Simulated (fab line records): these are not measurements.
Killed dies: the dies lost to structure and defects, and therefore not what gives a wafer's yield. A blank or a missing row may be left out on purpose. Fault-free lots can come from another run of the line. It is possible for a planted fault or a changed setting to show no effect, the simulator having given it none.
fab line records	flow nand-harc
[record] lots = 11	wafers = 33	last-day = 34
route steps=1302 shown P_BONDPAD@385 A_ZERO_WELL@401 A_SOURCE_PLATE@423 END@1302
lots with no fault: from the same line, run without faults
start-h: hours from the record's first day to the start of the lot's first wafer shown	wait-h: hours elapsed since this lot's preceding step	" same as the row above	L1.1+2: a row that stands for several wafers	- no value, or no start was given	* or withheld: withheld	< > ~ a bound
route shown NAME@n: a module of which the file shows steps, and the number in the route of the first	usual: average and standard deviation across the fault-free wafers	same: alike in all rows	chamber/n: place in a boat	sites: the reading at each site	_std_site: standard deviation across them	_edge_site: the outer-site mean with the inner-site mean subtracted	radius-mm: for every site, how far away it sits from the centre of the wafer	mask NAME#n: copy n	behind: the most recent tool/chamber to have shaped the wafer	hold: why the lot was held/for how many hours/how that ended	device: names the non-switching transistor (n, p or np)	end of line: tests run on the same wafers once the route is complete	a step without rows: its recipe alone	killed: dies lost to structure and defects at the first sort, not the wafer's yield	map: the dies of a wafer, with x for killed, . for not killed, _ for no die there
set.NAME: the setting as run; set.NAME@STEP: as run at that earlier step	model.NAME: the simulator's own value behind a step, which no gauge read
steps of the route over a sample of lots; a table a step, a row a wafer
services: from which hour (start-h, from the record's first day; less than 0 if before it) a tool's chamber was out of use, for how many hours, and why
[[steps]]
[step NHARC_P_BONDPAD_INSPECT_23]
[usual] raw-defect-count = 333/130
lot.wafer	tool	chamber	start-h	wait-h	raw-defect-count
L765.1	defect-inspect-01	-	137.85	0.0	638
L765.4	"	-	"	"	237
L765.6	"	-	"	"	481
L767.1	defect-inspect-01	-	155.02	0.0	502
L767.2	"	-	"	"	351
L767.5	"	-	"	"	378
L769.3	defect-inspect-01	-	181.99	0.0	274
L769.5	"	-	"	"	325
L769.6	"	-	"	"	294
L771.4	defect-inspect-01	-	204.66	0.0	175
L771.5	"	-	"	"	293
L771.6	"	-	"	"	278
L772.2	defect-inspect-01	-	204.90	0.0	327
L772.5	"	-	"	"	383
L772.6	"	-	"	"	269
L777.1	defect-inspect-02	-	250.33	0.0	238
L777.2	"	-	"	"	354
L777.5	"	-	"	"	328
L778.1	defect-inspect-01	-	265.14	0.0	303
L778.5	"	-	"	"	177
L778.6	"	-	"	"	287
L779.1	defect-inspect-02	-	291.10	0.0	294
L779.5	"	-	"	"	405
L779.6	"	-	"	"	300
L786.3	defect-inspect-01	-	345.25	0.0	388
L786.4	"	-	"	"	299
L786.6	"	-	"	"	287
L787.1	defect-inspect-01	-	360.47	0.0	334
L787.2	"	-	"	"	187
L787.6	"	-	"	"	424
L788.2	defect-inspect-02	-	363.19	0.0	501
L788.5	"	-	"	"	287
L788.6	"	-	"	"	448
[step NHARC_A_ZERO_WELL_CD_MEAS_10]
[recipe] target-cd-nm = 2000	landing-energy-ev = 500
[usual] cd-nm = 1999.6/1.6
lot.wafer	tool	chamber	start-h	wait-h	cd-nm
L765.1	cd-sem-02	0	139.15	-	2001.8
L765.4	"	0	"	"	1998.1
L765.6	"	0	"	"	1997.6
L767.1	cd-sem-03	0	156.33	-	1999.0
L767.2	"	0	"	"	1999.4
L767.5	"	0	"	"	1999.2
L769.3	cd-sem-02	0	183.18	-	1999.1
L769.5	"	0	"	"	2001.0
L769.6	"	0	"	"	1998.2
L771.4	cd-sem-03	0	205.98	-	1999.3
L771.5	"	0	"	"	2001.0
L771.6	"	0	"	"	2001.2
L772.2	cd-sem-03	0	206.20	-	2002.3
L772.5	"	0	"	"	1999.0
L772.6	"	0	"	"	1999.8
L777.1	cd-sem-02	0	251.51	-	1996.5
L777.2	"	0	"	"	1998.3
L777.5	"	0	"	"	1999.2
L778.1	cd-sem-02	0	266.36	-	1999.2
L778.5	"	0	"	"	1998.9
L778.6	"	0	"	"	2000.6
L779.1	cd-sem-01	0	292.40	-	2000.3
L779.5	"	0	"	"	1997.9
L779.6	"	0	"	"	1996.8
L786.3	cd-sem-01	0	346.57	-	2001.2
L786.4	"	0	"	"	1995.9
L786.6	"	0	"	"	2001.4
L787.1	cd-sem-02	0	361.77	-	1998.4
L787.2	"	0	"	"	2002.5
L787.6	"	0	"	"	2001.0
L788.2	cd-sem-02	0	364.40	-	1998.6
L788.5	"	0	"	"	2000.9
L788.6	"	0	"	"	1998.2
[step NHARC_A_ZERO_WELL_ETCH_19]
[recipe] target-depth-a = 800	overetch-a = 240	time-s = 87.88	ion-energy-ev = 200	n2-flow-sccm = 150	h2-flow-sccm = 150	ar-flow-sccm = 0	rf-w = 400	bias-w = 150	chemistry = N2/H2
[usual] drypump-motor-current-A = 5.69/0.25	mfc-ar-sccm = 0.006/0.0069	oes-product-au = 1.001/0.011	rf-vpp-V = 430.7/2.9	showerhead-plenum-p-Torr = 2.05/0.1	throttle-valve-pct = 14.172/0.0082
lot.wafer	tool	chamber	start-h	wait-h	drypump-motor-current-A	mfc-ar-sccm	oes-product-au	rf-hours-counter-h	rf-vpp-V	showerhead-plenum-p-Torr	throttle-valve-pct
L765.1	rie-diel-04	1	139.43	0.1	5.76	0	0.991	4	428.3	1.99	14.158
L765.4	"	2	"	"	5.70	0.006	1.005	-	430.0	1.99	14.163
L765.6	"	3	"	"	5.55	0.007	0.984	-	433.6	2.20	14.156
L767.2	rie-diel-03	2	156.60	0.1	6.23	0	1.020	7	432.7	2.11	14.169
L767.1	"	3	"	"	5.91	0	1.008	6	433.3	2.17	14.178
L767.5	"	1	"	"	6.16	0.015	0.987	-	428.9	1.97	14.168
L769.3	rie-diel-03	2	183.42	0.1	6.26	0	1.009	12	433.7	2.11	14.168
L769.5	"	1	"	"	6.19	0.015	0.996	-	427.1	1.97	14.183
L769.6	"	2	"	"	6.25	0	1.012	-	431.7	2.11	14.179
L771.4	rie-diel-03	0	206.22	0.1	5.56	0.022	0.992	14	427.1	1.95	14.183
L771.5	"	3	"	"	5.91	0	1.003	-	434.5	2.17	14.178
L771.6	"	0	"	"	5.56	0.022	0.986	-	429.0	1.95	14.166
L772.2	rie-diel-04	3	206.46	0.1	5.51	0.007	1.015	0	433.7	2.20	14.175
L772.6	"	1	"	"	5.71	0	0.998	-	428.6	1.99	14.172
L772.5	"	2	"	"	5.75	0.006	0.996	-	429.7	1.99	14.162
L777.2	rie-diel-03	0	251.76	0.1	5.56	0.022	0.993	23	428.0	1.95	14.183
L777.1	"	2	"	"	6.22	0	1.005	21	432.5	2.11	14.169
L777.5	"	0	"	"	5.56	0.022	0.996	-	428.1	1.95	14.162
L778.1	rie-diel-04	0	266.62	0.1	5.53	0	0.999	1	427.9	1.94	14.173
L778.6	"	2	"	"	5.77	0.006	1.000	-	428.5	1.99	14.174
L778.5	"	3	"	"	5.51	0.007	1.019	-	435.2	2.20	14.158
L779.1	rie-diel-04	3	292.65	0.1	5.48	0.007	1.012	3	435.9	2.20	14.170
L779.5	"	3	"	"	5.52	0.007	1.009	-	436.0	2.20	14.172
L779.6	"	0	"	"	5.56	0	1.001	-	428.6	1.94	14.185
L786.3	rie-diel-04	3	346.81	0.1	5.51	0.007	1.018	5	434.8	2.20	14.180
L786.4	"	1	"	"	5.73	0	0.993	5	428.8	1.99	14.170
L786.6	"	3	"	"	5.50	0.007	1.014	-	435.4	2.20	14.187
L787.1	rie-diel-03	0	362.04	0.1	5.54	0.022	0.990	11	428.8	1.94	14.179
L787.2	"	1	"	"	6.19	0.015	1.004	11	429.2	1.96	14.170
L787.6	"	3	"	"	5.87	0	0.985	-	435.1	2.16	14.177
L788.2	rie-diel-04	3	364.65	0.1	5.49	0.007	0.992	0	436.2	2.20	14.171
L788.5	"	2	"	"	5.74	0.006	0.989	-	428.2	1.99	14.182
L788.6	"	3	"	"	5.48	0.007	1.000	-	433.7	2.20	14.161
[step NHARC_A_ZERO_WELL_ETCH_13]
[recipe] target-depth-a = 1200	time-s = 40.1	hbr-flow-sccm = 150	cl2-flow-sccm = 50	rf-w = 400	icp-w = 400	bias-w = 100	chemistry = HBr/Cl2
[usual] drypump-motor-current-A = 5.6/0.5	oes-product-au = 1.000/0.01	throttle-valve-pct = 26.406/0.0094
lot.wafer	tool	chamber	start-h	wait-h	drypump-motor-current-A	oes-product-au	rf-hours-counter-h	throttle-valve-pct
L765.4	rie-si-03	3	139.55	-	5.7	0.990	0.73	26.424
L765.1	"	1	"	"	5.1	0.992	0.54	26.401
L765.6	"	3	"	"	5.7	0.993	-	26.398
L767.2	rie-si-03	1	156.73	-	5.1	1.006	0.60	26.395
L767.1	"	2	"	"	5.4	1.018	0.87	26.410
L767.5	"	3	"	"	5.7	0.988	-	26.410
L769.3	rie-si-03	0	183.55	-	6.4	0.996	0.95	26.401
L769.6	"	2	"	"	5.5	1.004	-	26.402
L769.5	"	0	"	"	6.4	0.988	-	26.393
L771.4	rie-si-01	1	206.37	-	4.8	1.019	0.02	26.406
L771.5	"	2	"	"	6.0	0.993	-	26.392
L771.6	"	3	"	"	5.4	0.999	-	26.405
L772.2	rie-si-06	1	206.56	-	5.0	0.992	0.68	26.404
L772.6	"	1	"	"	5.0	0.991	-	26.409
L772.5	"	2	"	"	5.2	0.994	-	26.411
L777.2	rie-si-01	0	251.87	-	6.4	1.003	0.37	26.408
L777.1	"	2	"	"	6.0	0.995	0.38	26.397
L777.5	"	1	"	"	4.8	1.007	-	26.404
L778.1	rie-si-03	0	266.76	-	6.3	0.989	0.23	26.401
L778.6	"	1	"	"	5.1	1.011	-	26.401
L778.5	"	2	"	"	5.5	1.008	-	26.401
L779.1	rie-si-03	3	292.79	-	5.7	1.004	0.46	26.398
L779.6	"	1	"	"	5.2	0.999	-	26.422
L779.5	"	2	"	"	5.5	1.008	-	26.426
L786.4	rie-si-01	3	346.94	-	5.4	0.987	0.77	26.409
L786.3	"	1	"	"	4.7	0.999	0.93	26.417
L786.6	"	3	"	"	5.4	0.992	-	26.404
L787.2	rie-si-03	3	362.14	-	5.7	1.010	1.00	26.419
L787.1	"	1	"	"	5.1	1.007	0.92	26.409
L787.6	"	3	"	"	5.7	1.003	-	26.390
L788.2	rie-si-06	3	364.80	-	6.2	1.011	0.67	26.414
L788.6	"	0	"	"	5.4	1.008	-	26.409
L788.5	"	1	"	"	5.0	0.995	-	26.390
[step NHARC_A_ZERO_WELL_INSPECT_17]
[usual] raw-defect-count = 10/5.8
lot.wafer	tool	chamber	start-h	wait-h	raw-defect-count
L765.1	defect-inspect-01	-	140.64	0.2	13
L765.4	"	-	"	"	26
L765.6	"	-	"	"	17
L767.1	defect-inspect-01	-	157.80	0.2	17
L767.2	"	-	"	"	20
L767.5	"	-	"	"	13
L769.3	defect-inspect-01	-	184.66	0.1	6
L769.5	"	-	"	"	4
L769.6	"	-	"	"	7
L771.4	defect-inspect-01	-	207.43	0.1	6
L771.5	"	-	"	"	8
L771.6	"	-	"	"	4
L772.2	defect-inspect-02	-	207.66	0.1	10
L772.5	"	-	"	"	16
L772.6	"	-	"	"	10
L777.1	defect-inspect-01	-	252.97	0.2	6
L777.2	"	-	"	"	11
L777.5	"	-	"	"	10
L778.1	defect-inspect-02	-	267.83	0.2	17
L778.5	"	-	"	"	10
L778.6	"	-	"	"	20
L779.1	defect-inspect-01	-	293.87	0.2	13
L779.5	"	-	"	"	4
L779.6	"	-	"	"	9
L786.3	defect-inspect-02	-	348.02	0.1	316
L786.4	"	-	"	"	306
L786.6	"	-	"	"	322
L787.1	defect-inspect-02	-	363.24	0.2	4
L787.2	"	-	"	"	3
L787.6	"	-	"	"	5
L788.2	defect-inspect-01	-	365.87	0.1	277
L788.5	"	-	"	"	336
L788.6	"	-	"	"	291
[step NHARC_A_SOURCE_PLATE_INSPECT_08]
[usual] raw-defect-count = 55/22
lot.wafer	tool	chamber	start-h	wait-h	raw-defect-count
L765.1	defect-inspect-01	-	164.04	0.0	89
L765.4	"	-	"	"	64
L765.6	"	-	"	"	71
L767.1	defect-inspect-02	-	181.85	0.0	45
L767.2	"	-	"	"	45
L767.5	"	-	"	"	61
L769.3	defect-inspect-01	-	207.32	0.0	54
L769.5	"	-	"	"	50
L769.6	"	-	"	"	35
L772.2	defect-inspect-02	-	226.84	0.0	39
L772.5	"	-	"	"	47
L772.6	"	-	"	"	37
L771.4	defect-inspect-01	-	226.85	0.0	57
L771.5	"	-	"	"	66
L771.6	"	-	"	"	66
L777.1	defect-inspect-02	-	273.70	0.0	51
L777.2	"	-	"	"	37
L777.5	"	-	"	"	71
L778.1	defect-inspect-02	-	288.04	0.0	66
L778.5	"	-	"	"	37
L778.6	"	-	"	"	59
L779.1	defect-inspect-02	-	315.71	0.0	27
L779.5	"	-	"	"	29
L779.6	"	-	"	"	34
L786.3	defect-inspect-01	-	367.88	0.0	367
L786.4	"	-	"	"	312
L786.6	"	-	"	"	370
L788.2	defect-inspect-02	-	386.18	0.1	301
L788.5	"	-	"	"	356
L788.6	"	-	"	"	303
L787.1	defect-inspect-02	-	386.20	0.1	37
L787.2	"	-	"	"	38
L787.6	"	-	"	"	41
[step NHARC_END_SORT_01]
[recipe] temp-c = 25
[usual] killed-at-array = 57/18	killed-at-other = 0.8/1	killed-at-periphery = 3.9/2.8	killed-dies = 62/18	killed-open = 3.4/1.8	killed-short = 2.2/1.6
[same] gross-dies = 677
lot.wafer	tool	chamber	start-h	wait-h	killed-at-array	killed-at-other	killed-at-periphery	killed-dies	killed-open	killed-short
L765.1	prober-02	0	587.87	2.5	58	2	0	60	1	1
L765.4	prober-02	0	590.25	3.4	67	0	1	68	1	0
L765.6	prober-02	0	591.83	4.0	78	2	1	81	3	2
L767.1	prober-01	0	603.39	2.5	72	0	1	73	6	0
L767.2	prober-01	0	604.20	2.8	57	0	3	60	6	1
L767.5	prober-01	0	606.61	3.7	66	1	2	69	1	3
L769.3	prober-02	0	614.53	3.1	41	3	5	49	3	4
L769.5	prober-02	0	616.15	3.7	46	1	14	61	2	7
L769.6	prober-02	0	616.96	4.0	54	0	10	64	6	1
L772.2	prober-01	0	623.23	2.8	45	2	0	47	4	0
L772.5	prober-01	0	625.60	3.7	45	1	5	51	2	1
L772.6	prober-01	0	626.39	4.0	40	1	2	43	3	1
L771.4	prober-01	0	632.57	3.4	51	2	3	56	2	3
L771.5	prober-01	0	633.38	3.7	76	0	1	77	3	0
L771.6	prober-01	0	634.18	4.0	70	0	2	72	4	0
L778.1	prober-02	0	683.77	2.5	49	0	1	50	2	1
L778.5	prober-02	0	686.96	3.7	39	0	5	44	4	1
L778.6	prober-02	0	687.76	4.0	41	0	2	43	3	2
L777.1	prober-01	0	684.70	2.5	51	1	5	57	5	0
L777.2	prober-01	0	685.51	2.8	45	0	2	47	4	1
L777.5	prober-01	0	687.95	3.7	52	1	6	59	4	4
L779.1	prober-01	0	704.87	2.5	74	0	0	74	3	1
L779.5	prober-01	0	708.03	3.7	63	0	3	66	4	0
L779.6	prober-01	0	708.82	3.9	69	0	1	70	3	3
L786.3	prober-01	0	783.77	3.1	74	0	9	83	3	4
L786.4	prober-01	0	784.55	3.3	106	0	9	115	2	3
L786.6	prober-01	0	786.12	3.9	66	1	8	75	3	5
L788.2	prober-02	0	794.91	2.8	88	1	2	91	3	2
L788.5	prober-02	0	797.28	3.7	153	0	2	155	1	1
L788.6	prober-02	0	798.07	3.9	118	1	3	122	5	5
L787.1	prober-01	0	805.91	2.5	71	0	4	75	4	2
L787.2	prober-01	0	806.71	2.8	60	0	4	64	3	1
L787.6	prober-01	0	809.88	4.0	60	1	1	62	0	4
// killed by level:class
L765.1 A_SLIT:chamber-film-flake=22 A_CHANNEL_HOLE_D1:chamber-film-flake=21 A_CHANNEL_HOLE_D2:chamber-film-flake=6 A_CHANNEL_FILL_D2:chamber-film-flake=2 A_CONTACT:chamber-film-flake=2 THIN_TSV:chamber-film-flake=2 A_CHANNEL_FILL_D2:geometric-particle:short=1 A_BLC:geometric-particle:open=1
L765.4 A_CHANNEL_HOLE_D1:chamber-film-flake=32 A_SLIT:chamber-film-flake=20 A_CONTACT:chamber-film-flake=4 A_CHANNEL_HOLE_D2:chamber-film-flake=3 A_STAIRCASE:chamber-film-flake=2 A_CONTACT:unspecified=2 A_CHANNEL_FILL_D2:geometric-particle:open=1 P_STI:chamber-film-flake=1
L765.6 A_CHANNEL_HOLE_D1:chamber-film-flake=35 A_SLIT:chamber-film-flake=23 A_CHANNEL_HOLE_D2:chamber-film-flake=10 A_CONTACT:chamber-film-flake=3 THIN_TSV:chamber-film-flake=2 A_CHANNEL_HOLE_D1:geometric-particle:short=1 A_CHANNEL_FILL_D2:geometric-particle:open=1 A_WL_FILL:geometric-particle:short=1
L767.1 A_SLIT:chamber-film-flake=33 A_CHANNEL_HOLE_D2:chamber-film-flake=25 A_CHANNEL_HOLE_D1:chamber-film-flake=3 A_DECK1_JOINT:chamber-film-flake=3 A_M0:geometric-particle:open=2 A_STAIRCASE:chamber-film-flake=2 P_M0:geometric-particle:open=1 A_DECK1_JOINT:geometric-particle:open=1
L767.2 A_CHANNEL_HOLE_D2:chamber-film-flake=27 A_SLIT:chamber-film-flake=22 A_M0:geometric-particle:open=2 A_STAIRCASE:chamber-film-flake=2 P_GATE:geometric-particle:short=1 P_GATE:geometric-particle:open=1 A_ONON_D1:geometric-particle:open=1 A_CHANNEL_FILL_D1:geometric-particle:open=1
L767.5 A_CHANNEL_HOLE_D2:chamber-film-flake=36 A_SLIT:chamber-film-flake=15 A_CHANNEL_HOLE_D1:chamber-film-flake=4 A_CHANNEL_FILL_D2:chamber-film-flake=4 A_CONTACT:chamber-film-flake=3 A_STAIRCASE:chamber-film-flake=2 P_CONTACT:geometric-particle:open=1 A_CHANNEL_FILL_D1:geometric-particle:short=1
L769.3 A_CHANNEL_HOLE_D2:chamber-film-flake=30 A_CHANNEL_HOLE_D1:chamber-film-flake=3 THIN_TSV:chamber-film-flake=3 P_GATE:chamber-film-flake=2 A_CONTACT:chamber-film-flake=2 P_CONTACT:geometric-particle:open=1 A_DECK1_JOINT:geometric-particle:short=1 A_DECK1_JOINT:geometric-particle:open=1
L769.5 A_CHANNEL_HOLE_D2:chamber-film-flake=28 P_GATE:chamber-film-flake=11 A_CONTACT:chamber-film-flake=4 A_SLIT:chamber-film-flake=3 A_ONON_D1:geometric-particle:short=2 P_BONDPAD:chamber-film-flake=2 P_CONTACT:geometric-particle:short=1 A_SOURCE_PLATE:geometric-particle:open=1
L769.6 A_CHANNEL_HOLE_D2:chamber-film-flake=35 P_GATE:chamber-film-flake=7 A_CONTACT:chamber-film-flake=4 A_STAIRCASE:chamber-film-flake=3 A_DECK1_JOINT:geometric-particle:open=2 A_BLC:geometric-particle:open=2 A_CHANNEL_HOLE_D1:chamber-film-flake=2 A_SLIT:chamber-film-flake=2
L772.2 A_SLIT:chamber-film-flake=30 A_CHANNEL_HOLE_D2:chamber-film-flake=5 A_CHANNEL_FILL_D1:geometric-particle:open=3 A_M0:chamber-film-flake=2 THIN_TSV:chamber-film-flake=2 A_ONON_D1:geometric-particle:open=1 A_CHANNEL_HOLE_D1:chamber-film-flake=1 A_DECK1_JOINT:chamber-film-flake=1
L772.5 A_SLIT:chamber-film-flake=24 A_CHANNEL_HOLE_D2:chamber-film-flake=10 P_CONTACT:chamber-film-flake=5 A_CHANNEL_HOLE_D1:chamber-film-flake=4 A_CONTACT:chamber-film-flake=3 A_M1:geometric-particle:open=1 A_CHANNEL_FILL_D1:geometric-particle:short=1 STARTING-WAFER:geometric-particle:open=1
L772.6 A_SLIT:chamber-film-flake=22 A_CHANNEL_HOLE_D1:chamber-film-flake=6 A_CHANNEL_HOLE_D2:chamber-film-flake=4 A_CONTACT:chamber-film-flake=2 A_ONON_D1:geometric-particle:open=1 A_DECK1_JOINT:geometric-particle:short=1 A_SLIT:geometric-particle:open=1 A_CONTACT:geometric-particle:open=1
L771.4 A_CHANNEL_HOLE_D2:chamber-film-flake=27 A_CHANNEL_HOLE_D1:chamber-film-flake=18 A_ZERO_WELL:chamber-film-flake=2 A_STAIRCASE:chamber-film-flake=2 P_CONTACT:geometric-particle:open=1 P_M0:geometric-particle:short=1 A_CHANNEL_FILL_D1:geometric-particle:open=1 A_WL_FILL:geometric-particle:short=1
L771.5 A_CHANNEL_HOLE_D2:chamber-film-flake=32 A_CHANNEL_HOLE_D1:chamber-film-flake=31 A_STAIRCASE:chamber-film-flake=8 A_DECK1_JOINT:chamber-film-flake=2 P_M0:geometric-particle:open=1 A_ONON_D2:geometric-particle:open=1 A_WL_FILL:geometric-particle:open=1 A_WL_FILL:chamber-film-flake=1
L771.6 A_CHANNEL_HOLE_D2:chamber-film-flake=31 A_CHANNEL_HOLE_D1:chamber-film-flake=29 A_STAIRCASE:chamber-film-flake=5 P_CONTACT:geometric-particle:open=2 A_ONON_D1:geometric-particle:open=1 A_CHANNEL_FILL_D2:geometric-particle:open=1 A_CHANNEL_FILL_D1:chamber-film-flake=1 A_CHANNEL_FILL_D2:chamber-film-flake=1
L778.1 A_SLIT:chamber-film-flake=24 A_CHANNEL_HOLE_D1:chamber-film-flake=12 A_STAIRCASE:chamber-film-flake=6 A_WL_FILL:chamber-film-flake=3 A_CONTACT:chamber-film-flake=2 P_M0:geometric-particle:open=1 A_ONON_D2:geometric-particle:short=1 A_WL_FILL:geometric-particle:open=1
L777.1 A_CHANNEL_HOLE_D1:chamber-film-flake=32 A_CONTACT:chamber-film-flake=8 A_WL_FILL:chamber-film-flake=4 P_STI:chamber-film-flake=2 A_STAIRCASE:chamber-film-flake=2 A_SLIT:chamber-film-flake=2 P_GATE:geometric-particle:open=1 P_CONTACT:geometric-particle:open=1
L777.2 A_CHANNEL_HOLE_D1:chamber-film-flake=29 A_WL_FILL:chamber-film-flake=6 A_CONTACT:chamber-film-flake=3 P_STI:chamber-film-flake=2 A_CHANNEL_FILL_D1:geometric-particle:open=1 A_DECK1_JOINT:geometric-particle:open=1 A_CHANNEL_HOLE_D2:geometric-particle:short=1 A_CHANNEL_FILL_D2:geometric-particle:open=1
L778.5 A_SLIT:chamber-film-flake=26 A_CHANNEL_HOLE_D1:chamber-film-flake=6 A_STAIRCASE:chamber-film-flake=6 P_GATE:geometric-particle:open=3 P_CONTACT:geometric-particle:open=1 A_DECK1_JOINT:geometric-particle:short=1 P_M2:chamber-film-flake=1
L778.6 A_SLIT:chamber-film-flake=27 A_WL_FILL:chamber-film-flake=4 A_CHANNEL_HOLE_D1:chamber-film-flake=3 A_STAIRCASE:chamber-film-flake=2 P_CONTACT:geometric-particle:short=1 P_CONTACT:geometric-particle:open=1 A_SOURCE_PLATE:geometric-particle:short=1 A_CHANNEL_FILL_D2:geometric-particle:open=1
L777.5 A_CHANNEL_HOLE_D1:chamber-film-flake=34 A_CONTACT:chamber-film-flake=5 A_SLIT:chamber-film-flake=3 A_WL_FILL:chamber-film-flake=3 P_CONTACT:geometric-particle:open=2 P_M2:chamber-film-flake=2 A_STAIRCASE:chamber-film-flake=2 P_STI:geometric-particle:open=1
L779.1 A_CHANNEL_HOLE_D2:chamber-film-flake=29 A_CHANNEL_HOLE_D1:chamber-film-flake=29 A_CONTACT:chamber-film-flake=7 A_SLIT:chamber-film-flake=4 A_CHANNEL_FILL_D1:geometric-particle:open=2 A_CHANNEL_HOLE_D1:geometric-particle:short=1 A_M0:geometric-particle:open=1 A_SGD_CUT:chamber-film-flake=1
L779.5 A_CHANNEL_HOLE_D1:chamber-film-flake=34 A_CHANNEL_HOLE_D2:chamber-film-flake=15 A_SLIT:chamber-film-flake=4 A_CONTACT:chamber-film-flake=3 P_ZERO_WELL:chamber-film-flake=2 A_SGD_CUT:chamber-film-flake=2 A_STAIRCASE:chamber-film-flake=2 P_M0:geometric-particle:open=1
L779.6 A_CHANNEL_HOLE_D1:chamber-film-flake=29 A_CHANNEL_HOLE_D2:chamber-film-flake=20 A_SLIT:chamber-film-flake=8 A_CONTACT:chamber-film-flake=5 A_STAIRCASE:chamber-film-flake=2 P_M1:geometric-particle:short=1 A_ONON_D1:geometric-particle:open=1 A_CHANNEL_FILL_D1:geometric-particle:short=1
L786.3 A_ZERO_WELL:unspecified=41 A_CHANNEL_HOLE_D1:chamber-film-flake=15 A_SLIT:chamber-film-flake=6 A_CONTACT:chamber-film-flake=6 P_GATE:chamber-film-flake=4 A_CHANNEL_HOLE_D2:chamber-film-flake=2 P_GATE:geometric-particle:short=1 P_CONTACT:geometric-particle:open=1
L786.4 A_ZERO_WELL:unspecified=62 A_CHANNEL_HOLE_D1:chamber-film-flake=18 A_CONTACT:chamber-film-flake=10 A_SLIT:chamber-film-flake=8 P_M1:chamber-film-flake=5 P_GATE:chamber-film-flake=3 A_STAIRCASE:chamber-film-flake=3 P_M0:geometric-particle:open=1
L786.6 A_ZERO_WELL:unspecified=40 A_CHANNEL_HOLE_D1:chamber-film-flake=8 P_M1:chamber-film-flake=6 A_STAIRCASE:chamber-film-flake=3 A_SLIT:chamber-film-flake=3 A_CONTACT:chamber-film-flake=3 P_CONTACT:geometric-particle:short=1 A_ONON_D1:geometric-particle:short=1
L788.2 A_ZERO_WELL:unspecified=35 A_SLIT:chamber-film-flake=15 A_CHANNEL_HOLE_D2:chamber-film-flake=13 A_CONTACT:chamber-film-flake=11 A_CHANNEL_HOLE_D1:chamber-film-flake=5 A_STAIRCASE:chamber-film-flake=3 A_CHANNEL_FILL_D2:chamber-film-flake=2 P_GATE:geometric-particle:open=1
L788.5 A_ZERO_WELL:unspecified=62 A_SLIT:chamber-film-flake=37 A_CHANNEL_HOLE_D2:chamber-film-flake=24 A_CHANNEL_HOLE_D1:chamber-film-flake=11 A_CONTACT:chamber-film-flake=11 A_STAIRCASE:chamber-film-flake=3 A_CHANNEL_FILL_D2:chamber-film-flake=2 A_ONON_D1:geometric-particle:open=1
L788.6 A_ZERO_WELL:unspecified=39 A_CHANNEL_HOLE_D2:chamber-film-flake=28 A_SLIT:chamber-film-flake=22 A_CHANNEL_HOLE_D1:chamber-film-flake=7 A_CONTACT:chamber-film-flake=7 A_ONON_D1:geometric-particle:open=2 A_DECK1_JOINT:geometric-particle:open=2 A_CHANNEL_FILL_D2:chamber-film-flake=2
L787.1 A_CHANNEL_HOLE_D2:chamber-film-flake=34 A_CHANNEL_HOLE_D1:chamber-film-flake=15 A_SLIT:chamber-film-flake=10 P_GATE:chamber-film-flake=3 A_STAIRCASE:chamber-film-flake=3 A_CONTACT:chamber-film-flake=3 A_SOURCE_PLATE:geometric-particle:open=1 A_CHANNEL_FILL_D2:geometric-particle:open=1
L787.2 A_CHANNEL_HOLE_D1:chamber-film-flake=25 A_CHANNEL_HOLE_D2:chamber-film-flake=18 A_CONTACT:chamber-film-flake=5 A_SLIT:chamber-film-flake=4 A_STAIRCASE:chamber-film-flake=3 A_WL_FILL:chamber-film-flake=2 P_CONTACT:geometric-particle:open=1 P_M0:geometric-particle:open=1
L787.6 A_CHANNEL_HOLE_D2:chamber-film-flake=24 A_CHANNEL_HOLE_D1:chamber-film-flake=19 A_STAIRCASE:chamber-film-flake=5 A_SLIT:chamber-film-flake=5 A_WL_FILL:chamber-film-flake=3 P_M2:geometric-particle:short=1 A_SOURCE_PLATE:geometric-particle:short=1 A_CHANNEL_FILL_D1:geometric-particle:short=1
[[services]]
tool	chamber	start-h	hours	kind
rie-si-03	1	122.21	15.3	repair
rie-diel-04	0	132.40	-	clean
rie-diel-04	1	132.40	-	clean
rie-diel-04	2	132.40	-	clean
rie-diel-04	0	132.46	7.1	repair
rie-si-01	0	133.71	9.7	repair
rie-diel-04	3	141.37	1.4	repair
rie-si-06	-	151.16	0.3	repair
rie-diel-04	1	170.99	6.0	repair
rie-diel-04	-	177.90	9.0	pm
rie-si-03	3	180.79	7.0	repair
rie-si-06	-	188.74	1.3	repair
rie-si-01	-	193.00	9.0	pm
rie-diel-04	3	213.67	6.3	repair
rie-si-03	-	221.05	9.0	pm
rie-si-06	-	249.00	9.0	pm
rie-diel-03	2	250.37	1.3	repair
rie-diel-03	-	281.30	9.0	pm
rie-diel-03	2	306.05	3.9	repair
rie-si-03	2	314.82	8.9	repair
rie-diel-04	1	342.87	2.6	repair
rie-si-01	1	350.44	40.6	repair
rie-diel-04	-	354.90	9.0	pm
rie-diel-03	1	364.49	6.6	repair
[[key]]
[first-sign] step = NHARC_A_ZERO_WELL_INSPECT_17	reading = raw-defect-count	direction = up	sigmas = 52	usual = 10	struck = 308
[effect] step = NHARC_A_SOURCE_PLATE_INSPECT_08	reading = raw-defect-count	direction = up	sigmas = 13	usual = 55	struck = 335
[effect] step = NHARC_END_SORT_01	reading = killed-dies	direction = up	sigmas = 2.5	usual = 62	struck = 107	wafers-moved = 5
[more-kills-born-at] NHARC_A_ZERO_WELL_ETCH_19@rie-diel-04 = 271
met-at NHARC_A_ZERO_WELL_ETCH_19
struck-lots L786,L788
tester-left-out L786,L788
not-acting-at NHARC_P_BONDPAD_INSPECT_23,NHARC_A_ZERO_WELL_CD_MEAS_10,NHARC_A_ZERO_WELL_ETCH_13
onset-between 292.65 346.81
[fault] kind = chamber-particle-source	tool = rie-diel-04	chamber = -	onset-h = 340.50	steps = NHARC_A_ZERO_WELL_ETCH_19	rate-per-visit-cm2 = 0.46484	end-h = 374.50
// tester-left-out: of these lots the tester's yield and bins aren't shown, on N5 and GAA mostly nor the transistor test; their killed dies are dies lost to structure and defects alone, not to doping, threshold or leakage, so they don't give the yield
